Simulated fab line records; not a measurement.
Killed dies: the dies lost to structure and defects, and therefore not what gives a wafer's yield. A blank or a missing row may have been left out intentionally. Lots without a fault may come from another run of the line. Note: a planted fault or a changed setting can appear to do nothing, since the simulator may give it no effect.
Chamber matching + flow nandHarc + 4 sister chambers for NHARC_A_STAIRCASE_ETCH_313 on rieDiel-01
The step etches the open film in CF4/CHF3. 18 wafers are shown with their chamber, then 9 later ones without.

== EACH WAFER AND ITS CHAMBER ==
| wafer  | chamber | drypumpMotorCurrentA (A) | showerheadPlenumPTorr (Torr) | rfVppV (V) |
|--------|---------|--------------------------|------------------------------|------------|
| L075.1 | 0       | 5.9                      | 1.47                         | 366.9      |
| L075.4 | 3       | 5.4                      | 1.59                         | 370.0      |
| L075.5 | 0       | 5.9                      | 1.48                         | 367.1      |
| L079.1 | 1       | 4.8                      | 1.46                         | 367.4      |
| L079.2 | 0       | 5.9                      | 1.47                         | 366.5      |
| L079.5 | 2       | 6.2                      | 1.53                         | 367.9      |
| L080.3 | 0       | 5.9                      | 1.47                         | 366.2      |
| L080.4 | 2       | 6.2                      | 1.53                         | 368.5      |
| L080.5 | 1       | 4.8                      | 1.46                         | 365.1      |
| L088.2 | 0       | 5.9                      | 1.47                         | 366.2      |
| L088.4 | 3       | 5.3                      | 1.59                         | 371.1      |
| L088.5 | 3       | 5.3                      | 1.59                         | 371.4      |
| L086.1 | 0       | 5.9                      | 1.47                         | 366.0      |
| L086.2 | 2       | 6.2                      | 1.52                         | 368.8      |
| L086.4 | 3       | 5.4                      | 1.59                         | 372.0      |
| L089.1 | 1       | 4.8                      | 1.70                         | 373.9      |
| L089.3 | 3       | 5.4                      | 1.59                         | 371.7      |
| L089.4 | 2       | 6.2                      | 1.52                         | 369.4      |

SIGNATURES (averages over the wafers above)
| reading               | chamber 0 | chamber 1 | chamber 2 | chamber 3 | scatter within a chamber |
|-----------------------|-----------|-----------|-----------|-----------|--------------------------|
| drypumpMotorCurrentA  | 5.900     | 4.800     | 6.200     | 5.360     | 0.0293                   |
| showerheadPlenumPTorr | 1.4717    | 1.5400    | 1.5250    | 1.5900    | 0.0525                   |
| rfVppV                | 366.483   | 368.800   | 368.650   | 371.240   | 1.82                     |
Rule: for a wafer and a chamber, the distance is found by dividing, reading by reading, the gap between the wafer's reading and the chamber's mean by the reading's scatter, squaring, summing and taking the root. The wafer belongs to the nearest chamber; if the next one is less than 2 further off, it can't be placed. The scatter: take each reading less its chamber's mean, square it, sum over the shown wafers, divide by the number of wafers less the number of chambers, and take the root.

== WAFERS MISSING THEIR CHAMBER ==
| wafer  | drypumpMotorCurrentA (A) | showerheadPlenumPTorr (Torr) | rfVppV (V) |
|--------|--------------------------|------------------------------|------------|
| L092.3 | 5.9                      | 1.47                         | 366.3      |
| L092.4 | 6.2                      | 1.52                         | 369.6      |
| L092.6 | 5.9                      | 1.47                         | 367.0      |
| L094.2 | 4.8                      | 1.70                         | 373.2      |
| L094.3 | 5.3                      | 1.59                         | 370.1      |
| L094.4 | 6.2                      | 1.52                         | 370.5      |
| L093.1 | 6.2                      | 1.52                         | 368.8      |
| L093.3 | 5.4                      | 1.59                         | 370.3      |
| L093.6 | 4.7                      | 1.70                         | 374.0      |

== THE CHAMBER EACH PASSED THROUGH ==
| wafer  | from the rows above | in truth |
|--------|---------------------|----------|
| L092.3 | 0                   | 0        |
| L092.4 | 2                   | 2        |
| L092.6 | 0                   | 0        |
| L094.2 | 1                   | 1        |
| L094.3 | 3                   | 3        |
| L094.4 | 2                   | 2        |
| L093.1 | 2                   | 2        |
| L093.3 | 3                   | 3        |
| L093.6 | 1                   | 1        |
Placed correctly: 9 of 9. From these rows, 0 cannot be placed. Placed wrongly: 0.
